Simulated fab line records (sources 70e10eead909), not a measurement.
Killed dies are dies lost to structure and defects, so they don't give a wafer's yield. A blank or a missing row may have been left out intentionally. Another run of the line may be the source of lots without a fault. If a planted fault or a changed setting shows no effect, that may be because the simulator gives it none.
Code-filled problem report in 8D (eight disciplines) form / flow nand-harc / the parts of the form that need people (team, actions taken, sign-off) are left out

1. THE ISSUE
At NHARC_A_SIN_REMOVE_INSPECT_04, raw-defect-count averages 988 over 6 wafers from 2 lots, while fault-free wafers read 274, standard deviation 69. Measured from the usual mean, that is +10 standard deviations.
Seen first at day 16 02:58 on defect-inspect-01, wafer L344.1. At this step, 36 wafers from 12 lots have a number in the record. By rule, "out" or "out of limits" means more than 4 standard deviations away from the usual mean. All remaining wafers that have a number are taken as sound.

2. WHAT IT IS, AND WHAT IT ISN'T
question=which readings at this step | is=raw-defect-count | is not=-
question=which lots | is=L344, L347 | is not=L338, L340, L349, L350, L351, L353, L354, L355, L356, L358
question=which wafers of those lots | is=all that have a number | is not=-
question=read on which gauges | is=defect-inspect-01, defect-inspect-02 | is not=-
question=when | is=from day 16 02:58 | is not=up to then (6 sound wafers); but 24 sound wafers of L349, L350, L351, L353, L354, L355, L356, L358 came after

3. THE SUSPECTS, EACH WITH WHAT RULES IT OUT
Counting: a tool stays on the suspect list if, at a process step up to the reading, it processed all lots that are out and no sound lot following the first of them.
- the gauge at NHARC_A_SIN_REMOVE_INSPECT_04: ruled out. Those wafers that are out were read across 2 gauges (defect-inspect-01, defect-inspect-02).
- wet-bench-05 at NHARC_A_SLIT_PRECLEAN_19 (cleans in SC1): kept. All lots that are out passed through it, beginning with L344 at day 15 19:06, and no sound lot followed; its final sound lot before that point was L340 at day 14 18:40.
The count leaves wet-bench-05 at NHARC_A_SLIT_PRECLEAN_19.

4. THE CAUSE (what the simulator had put in)
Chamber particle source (wet-bench-05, NHARC_A_SLIT_PRECLEAN_19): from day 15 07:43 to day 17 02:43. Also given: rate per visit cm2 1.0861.
After counting, this tool was the only one left.

5. THE CHAIN OF EFFECTS, in route order
Each row: a reading whose mean over the struck wafers that have a number lies more than 3 standard deviations from the usual. Only readings for which the record gives a usual standard deviation are gone through. hours: the time from each lot's start at the first step in this table that gives one to its start at this step, as a median over the lots. sigmas: the change in usual standard deviations.
hours=0; step=NHARC_A_SIN_REMOVE_INSPECT_04; reading=raw-defect-count; usual=274; on struck wafers=988; change=+714; sigmas=+10
hours=114; step=NHARC_END_SORT_01; reading=killed-at-array; usual=27; on struck wafers=97; change=+70; sigmas=+7.0
hours=114; step=NHARC_END_SORT_01; reading=killed-dies; usual=31; on struck wafers=102; change=+71; sigmas=+7.3

6. WHAT WOULD HAVE CAUGHT IT SOONER
19 hours passed between the start of the fault at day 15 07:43 and the first reading out of limits at a measuring or inspecting step in this record, taken at day 16 02:58.
Tool readings at NHARC_A_SLIT_PRECLEAN_19 with a usual standard deviation given in the record: none out on any struck wafer, hence no alarm at a limit of 4 standard deviations on them.
L347, from the lots that are out (2), started NHARC_A_SLIT_PRECLEAN_19 on wet-bench-05 later than day 16 02:58. A hold on the tool at that time would have spared it.
